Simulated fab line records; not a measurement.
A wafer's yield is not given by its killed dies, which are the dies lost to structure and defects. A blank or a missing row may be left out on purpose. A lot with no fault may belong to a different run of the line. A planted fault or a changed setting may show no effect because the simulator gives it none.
Chamber matching || flow n5Finfet || N5_PMOS_HMC_CHANNEL_EPI_ETCH_38 on rieSi-04: 4 sister chambers
The step etches SiO2 in CF4, target depth 1.5 nm. 4 wafers are shown with their chamber, then 9 later ones without.

WAFERS, EACH WITH ITS CHAMBER
{"wafer": "L086.5", "chamber": 1, "drypumpMotorCurrentA (A)": 6.0}
{"wafer": "L090.1", "chamber": 0, "drypumpMotorCurrentA (A)": 4.6}
{"wafer": "L090.3", "chamber": 2, "drypumpMotorCurrentA (A)": 5.6}
{"wafer": "L090.6", "chamber": 3, "drypumpMotorCurrentA (A)": 6.3}

WAFERS WITHOUT THEIR CHAMBER
{"wafer": "L091.1", "drypumpMotorCurrentA (A)": 4.6}
{"wafer": "L091.2", "drypumpMotorCurrentA (A)": 5.5}
{"wafer": "L091.3", "drypumpMotorCurrentA (A)": 6.0}
{"wafer": "L093.2", "drypumpMotorCurrentA (A)": 6.0}
{"wafer": "L093.3", "drypumpMotorCurrentA (A)": 6.2}
{"wafer": "L093.6", "drypumpMotorCurrentA (A)": 6.0}
{"wafer": "L096.1", "drypumpMotorCurrentA (A)": 4.6}
{"wafer": "L096.4", "drypumpMotorCurrentA (A)": 6.2}
{"wafer": "L096.5", "drypumpMotorCurrentA (A)": 4.6}

EACH ONE'S CHAMBER
{"wafer": "L091.1", "from the rows above": 0, "in truth": 0}
{"wafer": "L091.2", "from the rows above": 2, "in truth": 2}
{"wafer": "L091.3", "from the rows above": 1, "in truth": 1}
{"wafer": "L093.2", "from the rows above": 1, "in truth": 1}
{"wafer": "L093.3", "from the rows above": "can't be placed: 3 or 1", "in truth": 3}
{"wafer": "L093.6", "from the rows above": 1, "in truth": 1}
{"wafer": "L096.1", "from the rows above": 0, "in truth": 0}
{"wafer": "L096.4", "from the rows above": "can't be placed: 3 or 1", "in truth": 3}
{"wafer": "L096.5", "from the rows above": 0, "in truth": 0}
Correct placement for 7 of the 9. These rows do not allow placing 2 (true chamber among the candidates in 2). Placed wrongly: 0.
How it was worked out, from the rows above alone: a wafer's distance from a chamber is the root of the sum, over the readings, of the square of ((its reading less the chamber's mean) divided by the reading's scatter). The wafer belongs to the nearest chamber; if the next one is less than 2 further off, it can't be placed. A chamber's mean is the mean of its shown wafers. The scatter: root of mean squared gap, hidden wafer to nearest shown wafer, with one shown wafer a chamber.
